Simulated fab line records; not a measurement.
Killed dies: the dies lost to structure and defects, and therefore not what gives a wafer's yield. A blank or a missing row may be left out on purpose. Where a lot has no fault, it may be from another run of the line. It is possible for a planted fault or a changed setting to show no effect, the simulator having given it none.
Chamber matching | flow n5_finfet | 4 sister chambers for N5_MIM_TOP_ALD_00 on ald_hk-03
The step deposits Al2O3, purge time 3 s, co reactant pulse time 3 s. 4 wafers are shown with their chamber, then 7 later ones without.

## WAFERS PAIRED WITH THEIR CHAMBERS
wafer  | chamber | precursor_pulse_height_rel
L078.3 | 3       | 1.005
L085.2 | 1       | 0.963
L087.1 | 0       | 1.031
L087.3 | 2       | 0.976

## WAFERS WITH NO CHAMBER GIVEN
wafer  | precursor_pulse_height_rel
L087.6 | 0.991
L090.1 | 1.016
L090.3 | 1.006
L090.5 | 1.011
L096.1 | 0.969
L096.2 | 1.025
L096.5 | 1.020

## WHICH CHAMBER EACH WENT THROUGH
wafer  | from the rows above          | in truth
L087.6 | can't be placed: 3 or 2 or 1 | 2
L090.1 | can't be placed: 3 or 0      | 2
L090.3 | 3                            | 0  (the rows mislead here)
L090.5 | can't be placed: 3 or 0      | 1
L096.1 | can't be placed: 1 or 2      | 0
L096.2 | can't be placed: 0 or 3      | 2
L096.5 | can't be placed: 0 or 3      | 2
Placed correctly: 0 of 7. Not placeable from these rows: 6 (in 1, the candidates include the true chamber). Number placed wrongly: 1.
How it was worked out, from the rows above alone: a wafer's distance from a chamber is the root of the sum, over the readings, of the square of ((its reading less the chamber's mean) divided by the reading's scatter). If the next closest chamber is less than 2 further off than the closest, the wafer can't be placed; otherwise it belongs to the closest. Each chamber's mean is taken over the wafers shown for it. The scatter: with one shown wafer a chamber, the root of the mean of the squares of how far each hidden wafer lies from its nearest shown one.
